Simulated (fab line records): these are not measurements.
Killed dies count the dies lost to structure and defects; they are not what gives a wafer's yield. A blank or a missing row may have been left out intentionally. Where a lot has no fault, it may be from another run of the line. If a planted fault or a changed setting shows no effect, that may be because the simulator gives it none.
The tool behind it: which one? :: flow n5Finfet :: 7 lots, 19 wafers sampled, at 8 steps of a route of 1938

WHAT THE GAUGES SHOWED, per wafer
N5_BEOL_M7_OCD_MEAS_38. Usual: 93.4 nm for trenchDepthNm, sd 1.4.
lot: L135
measured: day 9 10:28
on: ocd-02
trenchDepthNm (nm): 95.4 95.0 94.6
flag: 

lot: L141
measured: day 11 07:44
on: ocd-02
trenchDepthNm (nm): 95.1 93.8 92.8
flag: 

lot: L147
measured: day 12 21:11
on: ocd-02
trenchDepthNm (nm): 93.1 76.9
flag: OFF

lot: L151
measured: day 13 06:14
on: ocd-02
trenchDepthNm (nm): 78.0 76.0
flag: OFF

lot: L153
measured: day 14 10:05
on: ocd-01
trenchDepthNm (nm): 93.7 93.1 94.6
flag: 

lot: L154
measured: day 14 13:14
on: ocd-02
trenchDepthNm (nm): 92.3 94.5 93.7
flag: 

lot: L155
measured: day 14 13:23
on: ocd-01
trenchDepthNm (nm): 90.8 91.8 91.5
flag: 

N5_BEOL_M7_CD_MEAS_35 targets a cd of 40 nm. Usual: 40.0 nm for cdNm, sd 0.48.
lot: L135
measured: day 9 10:37
on: cdSem-03
cdNm (nm): 40.0 40.2 40.2
flag: 

lot: L141
measured: day 11 07:53
on: cdSem-03
cdNm (nm): 40.4 40.1 39.6
flag: 

lot: L147
measured: day 12 21:21
on: cdSem-02
cdNm (nm): 39.6 39.5
flag: 

lot: L151
measured: day 13 06:23
on: cdSem-03
cdNm (nm): 39.4 40.0
flag: 

lot: L153
measured: day 14 10:14
on: cdSem-01
cdNm (nm): 39.5 38.9 40.1
flag: 

lot: L154
measured: day 14 13:23
on: cdSem-01
cdNm (nm): 39.1 40.1 39.7
flag: 

lot: L155
measured: day 14 13:33
on: cdSem-02
cdNm (nm): 40.0 39.7 39.3
flag: 

N5_BEOL_M7_THK_MEAS_53: measures by xrf. Usual: for M7_THK the level is 81.6 nm and the standard deviation is 1.7.
lot: L135
measured: day 9 14:14
on: filmMetro-01
M7_THK (nm): 83.4 83.6 81.4
flag: 

lot: L141
measured: day 11 10:59
on: filmMetro-02
M7_THK (nm): 81.0 81.5 79.5
flag: 

lot: L147
measured: day 13 00:16
on: filmMetro-02
M7_THK (nm): 82.5 64.2
flag: OFF

lot: L151
measured: day 13 08:36
on: filmMetro-01
M7_THK (nm): 65.3 62.7
flag: OFF

lot: L153
measured: day 14 14:16
on: filmMetro-01
M7_THK (nm): 82.4 80.3 82.1
flag: 

lot: L154
measured: day 14 15:33
on: filmMetro-02
M7_THK (nm): 80.5 81.1 81.1
flag: 

lot: L155
measured: day 14 15:50
on: filmMetro-02
M7_THK (nm): 79.3 79.9 81.8
flag: 

N5_BEOL_M7_RS_MEAS_57: measurement is done with a four-point probe. Usual: for M7_RS the level is 0.286 ohm/sq and the standard deviation is 0.0063.
lot: L135
measured: day 9 14:22
on: filmMetro-02
M7_RS (ohm/sq): 0.280 0.279 0.289
flag: 

lot: L141
measured: day 11 11:07
on: filmMetro-02
M7_RS (ohm/sq): 0.289 0.284 0.294
flag: 

lot: L147
measured: day 13 00:24
on: filmMetro-01
M7_RS (ohm/sq): 0.283 0.382
flag: OFF

lot: L151
measured: day 13 08:44
on: filmMetro-02
M7_RS (ohm/sq): 0.373 0.392
flag: OFF

lot: L153
measured: day 14 14:23
on: filmMetro-02
M7_RS (ohm/sq): 0.282 0.291 0.283
flag: 

lot: L154
measured: day 14 15:41
on: filmMetro-01
M7_RS (ohm/sq): 0.293 0.291 0.291
flag: 

lot: L155
measured: day 14 15:58
on: filmMetro-01
M7_RS (ohm/sq): 0.299 0.297 0.287
flag: 

N5_BEOL_M15_RC_MEAS_101. Usual: COMB_M10 1.4e-11 S/m, standard deviation 3.2e-12; COMB_M11 1.46e-11 S/m, standard deviation 2.9e-12; COMB_M12 6.4e-12 S/m, standard deviation 1.3e-12; COMB_M13 4.7e-12 S/m, standard deviation 1e-12; COMB_M13_max_site 6.9e-12 S/m, standard deviation 1.8e-12; COMB_M14 3.6e-12 S/m, standard deviation 7.9e-13; COMB_M15 2.6e-12 S/m, standard deviation 5.1e-13; COMB_M5 3.6e-11 S/m, standard deviation 7.6e-12; COMB_M5_max_site 5.3e-11 S/m, standard deviation 1.2e-11; COMB_M6 2.4e-11 S/m, standard deviation 4.9e-12; COMB_M6_max_site 3.4e-11 S/m, standard deviation 8.1e-12; COMB_M8 2.6e-11 S/m, standard deviation 5.5e-12; COMB_M9 1.5e-11 S/m, standard deviation 3.2e-12; SERP_M10 3.06 ohm/um, standard deviation 0.068; SERP_M11 3.08 ohm/um, standard deviation 0.068; SERP_M12 0.629 ohm/um, standard deviation 0.014; SERP_M13 0.311 ohm/um, standard deviation 0.0052; SERP_M14 0.159 ohm/um, standard deviation 0.0031; SERP_M5 38.5 ohm/um, standard deviation 1.3; SERP_M6 13.7 ohm/um, standard deviation 0.42; SERP_M7 13.8 ohm/um, standard deviation 0.45; SERP_M7_max_site 14.4 ohm/um, standard deviation 0.5; SERP_M8 13.9 ohm/um, standard deviation 0.43; SERP_M8_max_site 14.4 ohm/um, standard deviation 0.46; SERP_M9 3.09 ohm/um, standard deviation 0.075.
lot: L135
measured: day 11 15:41
on: prober-02
COMB_M10 (S/m): 1.3e-11 1.2e-11 1.5e-11
COMB_M11 (S/m): 1.46e-11 1.09e-11 1.15e-11
COMB_M12 (S/m): 7e-12 5.9e-12 5.2e-12
COMB_M13 (S/m): 4.7e-12 4.2e-12 7.1e-12
COMB_M13_max_site (S/m): 6.4e-12 6.3e-12 1.21e-11
COMB_M14 (S/m): 3.1e-12 4.1e-12 3.8e-12
COMB_M15 (S/m): 2.2e-12 3.3e-12 2.6e-12
COMB_M5 (S/m): 5.6e-11 4.1e-11 7e-11
COMB_M5_max_site (S/m): 7.1e-11 5.1e-11 9.3e-11
COMB_M6 (S/m): 2.8e-11 2.9e-11 2.6e-11
COMB_M6_max_site (S/m): 3.7e-11 4.4e-11 3.8e-11
COMB_M8 (S/m): 2.9e-11 1.9e-11 3.4e-11
COMB_M9 (S/m): 1.5e-11 1.3e-11 1.1e-11
SERP_M10 (ohm/um): 3.21 3.04 3.04
SERP_M11 (ohm/um): 3.11 3.13 3.06
SERP_M12 (ohm/um): 0.631 0.641 0.633
SERP_M13 (ohm/um): 0.308 0.306 0.312
SERP_M14 (ohm/um): 0.161 0.162 0.165
SERP_M5 (ohm/um): 37.8 38.3 38.1
SERP_M6 (ohm/um): 14.5 14.1 14.3
SERP_M7 (ohm/um): 13.6 13.5 13.7
SERP_M7_max_site (ohm/um): 14.1 13.9 14.2
SERP_M8 (ohm/um): 14.1 14.1 13.1
SERP_M8_max_site (ohm/um): 14.4 14.3 13.7
SERP_M9 (ohm/um): 3.08 3.11 3.07
flag: 

lot: L141
measured: day 13 19:29
on: prober-01
COMB_M10 (S/m): 1.2e-11 1.1e-11 1.2e-11
COMB_M11 (S/m): 1.41e-11 1.14e-11 1.28e-11
COMB_M12 (S/m): 8.4e-12 6.5e-12 5.8e-12
COMB_M13 (S/m): 5.2e-12 3.8e-12 3.9e-12
COMB_M13_max_site (S/m): 8.7e-12 5.9e-12 5.1e-12
COMB_M14 (S/m): 2.6e-12 4.1e-12 3.7e-12
COMB_M15 (S/m): 2.8e-12 2.3e-12 2.8e-12
COMB_M5 (S/m): 3.2e-11 2.5e-11 3.8e-11
COMB_M5_max_site (S/m): 4e-11 3.3e-11 4.6e-11
COMB_M6 (S/m): 2.1e-11 2.7e-11 2e-11
COMB_M6_max_site (S/m): 3.1e-11 4.1e-11 3.3e-11
COMB_M8 (S/m): 2.8e-11 3e-11 2.9e-11
COMB_M9 (S/m): 1.7e-11 1.8e-11 2.1e-11
SERP_M10 (ohm/um): 3.08 3.04 3.01
SERP_M11 (ohm/um): 3.12 3.12 3.15
SERP_M12 (ohm/um): 0.650 0.632 0.639
SERP_M13 (ohm/um): 0.309 0.305 0.312
SERP_M14 (ohm/um): 0.157 0.164 0.162
SERP_M5 (ohm/um): 35.9 36.4 38.0
SERP_M6 (ohm/um): 13.8 14.0 14.8
SERP_M7 (ohm/um): 13.8 13.8 14.6
SERP_M7_max_site (ohm/um): 14.0 15.1 15.5
SERP_M8 (ohm/um): 13.5 14.1 13.6
SERP_M8_max_site (ohm/um): 13.9 14.5 14.1
SERP_M9 (ohm/um): 2.96 3.01 3.07
flag: 

lot: L147
measured: day 15 08:28
on: prober-01
COMB_M10 (S/m): 1.6e-11 1.4e-11
COMB_M11 (S/m): 1.63e-11 1.43e-11
COMB_M12 (S/m): 5.4e-12 6.3e-12
COMB_M13 (S/m): 4.6e-12 5.1e-12
COMB_M13_max_site (S/m): 6.2e-12 6.4e-12
COMB_M14 (S/m): 3.3e-12 3.9e-12
COMB_M15 (S/m): 2.4e-12 2.7e-12
COMB_M5 (S/m): 3.5e-11 4.5e-11
COMB_M5_max_site (S/m): 4.8e-11 6.3e-11
COMB_M6 (S/m): 2.6e-11 2.7e-11
COMB_M6_max_site (S/m): 4.6e-11 3.8e-11
COMB_M8 (S/m): 3.1e-11 2.3e-11
COMB_M9 (S/m): 1.9e-11 1.4e-11
SERP_M10 (ohm/um): 3.06 2.93
SERP_M11 (ohm/um): 3.17 3.15
SERP_M12 (ohm/um): 0.640 0.629
SERP_M13 (ohm/um): 0.303 0.310
SERP_M14 (ohm/um): 0.159 0.161
SERP_M5 (ohm/um): 36.9 37.0
SERP_M6 (ohm/um): 13.5 13.7
SERP_M7 (ohm/um): 14.0 18.8
SERP_M7_max_site (ohm/um): 14.3 20.0
SERP_M8 (ohm/um): 14.2 13.1
SERP_M8_max_site (ohm/um): 14.7 13.7
SERP_M9 (ohm/um): 3.08 3.04
flag: OFF

lot: L151
measured: day 15 17:05
on: prober-01
COMB_M10 (S/m): 1.9e-11 1.2e-11
COMB_M11 (S/m): 1.23e-11 1.01e-11
COMB_M12 (S/m): 5.6e-12 6.9e-12
COMB_M13 (S/m): 6.5e-12 3.5e-12
COMB_M13_max_site (S/m): 7.8e-12 4.4e-12
COMB_M14 (S/m): 2.8e-12 2.5e-12
COMB_M15 (S/m): 2.5e-12 2.7e-12
COMB_M5 (S/m): 3.7e-11 3.8e-11
COMB_M5_max_site (S/m): 7e-11 5.1e-11
COMB_M6 (S/m): 2.3e-11 2.2e-11
COMB_M6_max_site (S/m): 2.8e-11 3.8e-11
COMB_M8 (S/m): 3.6e-11 2.1e-11
COMB_M9 (S/m): 1.5e-11 8e-12
SERP_M10 (ohm/um): 3.02 3.06
SERP_M11 (ohm/um): 3.06 3.04
SERP_M12 (ohm/um): 0.631 0.647
SERP_M13 (ohm/um): 0.316 0.323
SERP_M14 (ohm/um): 0.166 0.157
SERP_M5 (ohm/um): 36.8 40.7
SERP_M6 (ohm/um): 13.9 13.1
SERP_M7 (ohm/um): 18.1 18.2
SERP_M7_max_site (ohm/um): 18.3 19.3
SERP_M8 (ohm/um): 13.6 13.3
SERP_M8_max_site (ohm/um): 14.1 14.3
SERP_M9 (ohm/um): 3.04 3.14
flag: OFF

lot: L153
measured: day 16 23:52
on: prober-01
COMB_M10 (S/m): 1.6e-11 1.3e-11 1.5e-11
COMB_M11 (S/m): 1.15e-11 1.23e-11 1.55e-11
COMB_M12 (S/m): 5.2e-12 6.6e-12 5.4e-12
COMB_M13 (S/m): 3.4e-12 4.5e-12 4e-12
COMB_M13_max_site (S/m): 4e-12 5.5e-12 6.7e-12
COMB_M14 (S/m): 3.1e-12 4.3e-12 4.3e-12
COMB_M15 (S/m): 2.8e-12 2.9e-12 2.8e-12
COMB_M5 (S/m): 2.8e-11 4.4e-11 2.5e-11
COMB_M5_max_site (S/m): 3.8e-11 7.6e-11 7.3e-11
COMB_M6 (S/m): 1.8e-11 2.3e-11 1.4e-11
COMB_M6_max_site (S/m): 2.8e-11 2.8e-11 2.3e-11
COMB_M8 (S/m): 1.9e-11 2.7e-11 1.9e-11
COMB_M9 (S/m): 1e-11 1.7e-11 1.3e-11
SERP_M10 (ohm/um): 3.07 3.05 2.95
SERP_M11 (ohm/um): 3.16 3.14 3.10
SERP_M12 (ohm/um): 0.630 0.601 0.623
SERP_M13 (ohm/um): 0.317 0.317 0.315
SERP_M14 (ohm/um): 0.161 0.161 0.159
SERP_M5 (ohm/um): 36.9 40.4 40.2
SERP_M6 (ohm/um): 14.6 13.8 13.7
SERP_M7 (ohm/um): 14.0 14.8 13.7
SERP_M7_max_site (ohm/um): 14.3 15.5 14.2
SERP_M8 (ohm/um): 13.3 13.9 13.3
SERP_M8_max_site (ohm/um): 13.6 14.7 14.1
SERP_M9 (ohm/um): 3.10 3.20 3.06
flag: 

lot: L154
measured: day 17 05:43
on: prober-02
COMB_M10 (S/m): 1.2e-11 1.2e-11 1.1e-11
COMB_M11 (S/m): 1.53e-11 1.09e-11 1.38e-11
COMB_M12 (S/m): 5.8e-12 5.8e-12 6.5e-12
COMB_M13 (S/m): 4.1e-12 6.2e-12 4.2e-12
COMB_M13_max_site (S/m): 7.7e-12 7.7e-12 7.5e-12
COMB_M14 (S/m): 3.4e-12 3.4e-12 4.2e-12
COMB_M15 (S/m): 2.9e-12 3.8e-12 2.8e-12
COMB_M5 (S/m): 3.7e-11 3.3e-11 4.2e-11
COMB_M5_max_site (S/m): 4.7e-11 5.1e-11 6.7e-11
COMB_M6 (S/m): 2.4e-11 2.8e-11 1.9e-11
COMB_M6_max_site (S/m): 2.9e-11 4.8e-11 2.3e-11
COMB_M8 (S/m): 2.4e-11 1.9e-11 1.6e-11
COMB_M9 (S/m): 1.1e-11 1.3e-11 1.4e-11
SERP_M10 (ohm/um): 3.03 3.00 3.16
SERP_M11 (ohm/um): 2.96 2.99 2.97
SERP_M12 (ohm/um): 0.646 0.644 0.624
SERP_M13 (ohm/um): 0.298 0.314 0.308
SERP_M14 (ohm/um): 0.160 0.153 0.162
SERP_M5 (ohm/um): 37.9 39.3 38.4
SERP_M6 (ohm/um): 13.3 13.6 13.5
SERP_M7 (ohm/um): 14.3 13.9 14.3
SERP_M7_max_site (ohm/um): 15.1 14.7 14.7
SERP_M8 (ohm/um): 14.3 13.4 13.3
SERP_M8_max_site (ohm/um): 14.8 14.0 13.9
SERP_M9 (ohm/um): 3.15 3.11 3.07
flag: 

lot: L155
measured: day 17 03:59
on: prober-01
COMB_M10 (S/m): 9e-12 1.6e-11 1.7e-11
COMB_M11 (S/m): 1.81e-11 1.28e-11 1.6e-11
COMB_M12 (S/m): 3.9e-12 4.6e-12 7.9e-12
COMB_M13 (S/m): 4e-12 6.4e-12 4.7e-12
COMB_M13_max_site (S/m): 6.3e-12 8.1e-12 8e-12
COMB_M14 (S/m): 3e-12 2.8e-12 3.8e-12
COMB_M15 (S/m): 2.3e-12 3e-12 4.2e-12
COMB_M5 (S/m): 3.8e-11 4.2e-11 3.2e-11
COMB_M5_max_site (S/m): 5.7e-11 7.1e-11 4.5e-11
COMB_M6 (S/m): 2.6e-11 3.2e-11 2.5e-11
COMB_M6_max_site (S/m): 3.3e-11 4.2e-11 3.7e-11
COMB_M8 (S/m): 2.8e-11 2.7e-11 1.9e-11
COMB_M9 (S/m): 1.3e-11 1.1e-11 1.1e-11
SERP_M10 (ohm/um): 3.11 3.04 3.14
SERP_M11 (ohm/um): 3.28 3.17 3.27
SERP_M12 (ohm/um): 0.627 0.639 0.613
SERP_M13 (ohm/um): 0.300 0.314 0.300
SERP_M14 (ohm/um): 0.158 0.165 0.167
SERP_M5 (ohm/um): 41.5 41.3 42.0
SERP_M6 (ohm/um): 14.3 13.9 14.0
SERP_M7 (ohm/um): 14.4 14.4 14.3
SERP_M7_max_site (ohm/um): 14.7 14.7 14.7
SERP_M8 (ohm/um): 13.5 14.2 13.7
SERP_M8_max_site (ohm/um): 14.0 14.5 14.1
SERP_M9 (ohm/um): 3.23 3.17 3.24
flag: 

WHAT TOOL EACH LOT RAN ON (gives the tool, then ch and the chambers of the sampled wafers, and finally the start)
lot: L135
N5_BEOL_M7_DESCUM_33: rieDiel-01 ch 1,2,3, day 9 10:02
N5_BEOL_M7_TRENCH_ETCH_37: rieDiel-01 ch 1,2,3, day 9 10:18
N5_BEOL_M7_DEGAS_44: pvdSputter-02, day 9 11:11

lot: L141
N5_BEOL_M7_DESCUM_33: rieDiel-01 ch 1,2,3, day 11 07:19
N5_BEOL_M7_TRENCH_ETCH_37: rieDiel-01 ch 1,2,3, day 11 07:35
N5_BEOL_M7_DEGAS_44: pvdSputter-02, day 11 08:38

lot: L147
N5_BEOL_M7_DESCUM_33: rieDiel-01 ch 0,2, day 12 20:46
N5_BEOL_M7_TRENCH_ETCH_37: rieDiel-01 ch 0,2, day 12 21:02
N5_BEOL_M7_DEGAS_44: pvdSputter-03, day 12 22:38

lot: L151
N5_BEOL_M7_DESCUM_33: rieDiel-01 ch 2,3, day 13 05:48
N5_BEOL_M7_TRENCH_ETCH_37: rieDiel-01 ch 2,3, day 13 06:04
N5_BEOL_M7_DEGAS_44: pvdSputter-03, day 13 07:06

lot: L153
N5_BEOL_M7_DESCUM_33: rieDiel-05 ch 2,3, day 14 09:40
N5_BEOL_M7_TRENCH_ETCH_37: rieDiel-05 ch 2,3, day 14 09:56
N5_BEOL_M7_DEGAS_44: pvdSputter-02, day 14 10:56

lot: L154
N5_BEOL_M7_DESCUM_33: rieDiel-05 ch 1,2,3, day 14 12:49
N5_BEOL_M7_TRENCH_ETCH_37: rieDiel-05 ch 1,2,3, day 14 13:05
N5_BEOL_M7_DEGAS_44: pvdSputter-03, day 14 13:46

lot: L155
N5_BEOL_M7_DESCUM_33: rieDiel-03 ch 1,2,3, day 14 12:58
N5_BEOL_M7_TRENCH_ETCH_37: rieDiel-03 ch 1,2,3, day 14 13:14
N5_BEOL_M7_DEGAS_44: pvdSputter-03, day 14 14:03
- N5_BEOL_M7_DESCUM_33: chemistry O2, time 7 s.
- N5_BEOL_M7_TRENCH_ETCH_37: etches SiCOH lowk in C4F6/O2, target depth 93.478 nm, time 31.2 s.
- N5_BEOL_M7_DEGAS_44: time 60 s.

AS READ BY THE TOOLS THEMSELVES (means over the sampled wafers that have a number; for cases with no such wafer, the mark the record gives instead)
N5_BEOL_M7_DESCUM_33. Usual: drypumpMotorCurrentA 5.7 A, standard deviation 0.38; oesProductAu 0.80 a.u., standard deviation 0.075; rfVppV 243.1 V, standard deviation 1.1; showerheadPlenumPTorr 2.10 Torr, standard deviation 0.043; throttleValvePct 20.4 %, standard deviation 0.31.
lot: L135
tool: rieDiel-01
drypumpMotorCurrentA (A): 5.5
oesProductAu (a.u.): 0.89
rfVppV (V): 243.4
showerheadPlenumPTorr (Torr): 2.10
throttleValvePct (%): 20.2
flag: 

lot: L141
tool: rieDiel-01
drypumpMotorCurrentA (A): 5.5
oesProductAu (a.u.): 0.86
rfVppV (V): 242.4
showerheadPlenumPTorr (Torr): 2.10
throttleValvePct (%): 20.2
flag: 

lot: L147
tool: rieDiel-01
drypumpMotorCurrentA (A): 5.7
oesProductAu (a.u.): 0.77
rfVppV (V): 242.8
showerheadPlenumPTorr (Torr): 2.06
throttleValvePct (%): 20.4
flag: 

lot: L151
tool: rieDiel-01
drypumpMotorCurrentA (A): 5.4
oesProductAu (a.u.): 0.85
rfVppV (V): 242.2
showerheadPlenumPTorr (Torr): 2.08
throttleValvePct (%): 20.1
flag: 

lot: L153
tool: rieDiel-05
drypumpMotorCurrentA (A): 5.1
oesProductAu (a.u.): 0.81
rfVppV (V): 243.5
showerheadPlenumPTorr (Torr): 2.11
throttleValvePct (%): 20.3
flag: 

lot: L154
tool: rieDiel-05
drypumpMotorCurrentA (A): 5.5
oesProductAu (a.u.): 0.78
rfVppV (V): 242.8
showerheadPlenumPTorr (Torr): 2.10
throttleValvePct (%): 20.6
flag: 

lot: L155
tool: rieDiel-03
drypumpMotorCurrentA (A): 5.9
oesProductAu (a.u.): 0.74
rfVppV (V): 243.7
showerheadPlenumPTorr (Torr): 2.12
throttleValvePct (%): 20.4
flag: 

N5_BEOL_M7_TRENCH_ETCH_37. Usual: drypumpMotorCurrentA 5.7 A, standard deviation 0.39; oes_f_703_au 0.80 a.u., standard deviation 0.075; oesProductAu 0.80 a.u., standard deviation 0.076; rfVppV 664 V, standard deviation 7.2; showerheadPlenumPTorr 2.85 Torr, standard deviation 0.059; throttleValvePct 20.88 %, standard deviation 0.3.
lot: L135
tool: rieDiel-01
drypumpMotorCurrentA (A): 5.5
oes_f_703_au (a.u.): 0.89
oesProductAu (a.u.): 0.89
rfVppV (V): 671
showerheadPlenumPTorr (Torr): 2.85
throttleValvePct (%): 20.69
flag: 

lot: L141
tool: rieDiel-01
drypumpMotorCurrentA (A): 5.5
oes_f_703_au (a.u.): 0.86
oesProductAu (a.u.): 0.86
rfVppV (V): 671
showerheadPlenumPTorr (Torr): 2.85
throttleValvePct (%): 20.71
flag: 

lot: L147
tool: rieDiel-01
drypumpMotorCurrentA (A): 5.7
oes_f_703_au (a.u.): 0.78
oesProductAu (a.u.): 0.72
rfVppV (V): 666
showerheadPlenumPTorr (Torr): 2.79
throttleValvePct (%): 20.77
flag: 

lot: L151
tool: rieDiel-01
drypumpMotorCurrentA (A): 5.4
oes_f_703_au (a.u.): 0.85
oesProductAu (a.u.): 0.75
rfVppV (V): 668
showerheadPlenumPTorr (Torr): 2.83
throttleValvePct (%): 20.59
flag: 

lot: L153
tool: rieDiel-05
drypumpMotorCurrentA (A): 5.1
oes_f_703_au (a.u.): 0.82
oesProductAu (a.u.): 0.81
rfVppV (V): 654
showerheadPlenumPTorr (Torr): 2.87
throttleValvePct (%): 20.75
flag: 

lot: L154
tool: rieDiel-05
drypumpMotorCurrentA (A): 5.6
oes_f_703_au (a.u.): 0.79
oesProductAu (a.u.): 0.79
rfVppV (V): 658
showerheadPlenumPTorr (Torr): 2.86
throttleValvePct (%): 21.04
flag: 

lot: L155
tool: rieDiel-03
drypumpMotorCurrentA (A): 5.9
oes_f_703_au (a.u.): 0.75
oesProductAu (a.u.): 0.74
rfVppV (V): 666
showerheadPlenumPTorr (Torr): 2.88
throttleValvePct (%): 20.89
flag: 

N5_BEOL_M7_DEGAS_44. Usual: 342 W for heaterPowerW, sd 48.
lot: L135
tool: pvdSputter-02
heaterPowerW (W): 345
flag: 

lot: L141
tool: pvdSputter-02
heaterPowerW (W): 370
flag: 

lot: L147
tool: pvdSputter-03
heaterPowerW (W): 296
flag: 

lot: L151
tool: pvdSputter-03
heaterPowerW (W): 315
flag: 

lot: L153
tool: pvdSputter-02
heaterPowerW (W): 284
flag: 

lot: L154
tool: pvdSputter-03
heaterPowerW (W): 324
flag: 

lot: L155
tool: pvdSputter-03
heaterPowerW (W): 312
flag: 

THE ANSWER, worked out from the rows above alone
Rule: take the mean of a lot's wafers that have a number; if it is more than 3 standard deviations from the usual mean, the lot is off. A lot without any number at a reading at which 4 lots or more have one is off too. All remaining lots with rows at the step are treated as sound. After the gauges, taken in route order, come the tools' own readings; for these a lot's mean is taken, as printed above. At the first step where some lot is off, the reading lying furthest off is the one used; lots without a number count as furthest.
Off: L147, L151 (N5_BEOL_M7_OCD_MEAS_38, trenchDepthNm).
A tool fits if, at a process step before that reading, it ran every lot that is off, and no sound lot after the first of them. The gauges at N5_BEOL_M7_OCD_MEAS_38 aren't tried: what is off there is off at N5_BEOL_M7_THK_MEAS_53 too, on other tools, and a gauge's error can't cause that. One candidate fits, namely rieDiel-01 at N5_BEOL_M7_DESCUM_33 and N5_BEOL_M7_TRENCH_ETCH_37. At N5_BEOL_M7_DESCUM_33 its last sound lot is L141 (day 11 07:19), its first lot that is off L147 (day 12 20:46): a fault that began between those two fits.

WHAT WAS PUT IN BY THE SIMULATOR
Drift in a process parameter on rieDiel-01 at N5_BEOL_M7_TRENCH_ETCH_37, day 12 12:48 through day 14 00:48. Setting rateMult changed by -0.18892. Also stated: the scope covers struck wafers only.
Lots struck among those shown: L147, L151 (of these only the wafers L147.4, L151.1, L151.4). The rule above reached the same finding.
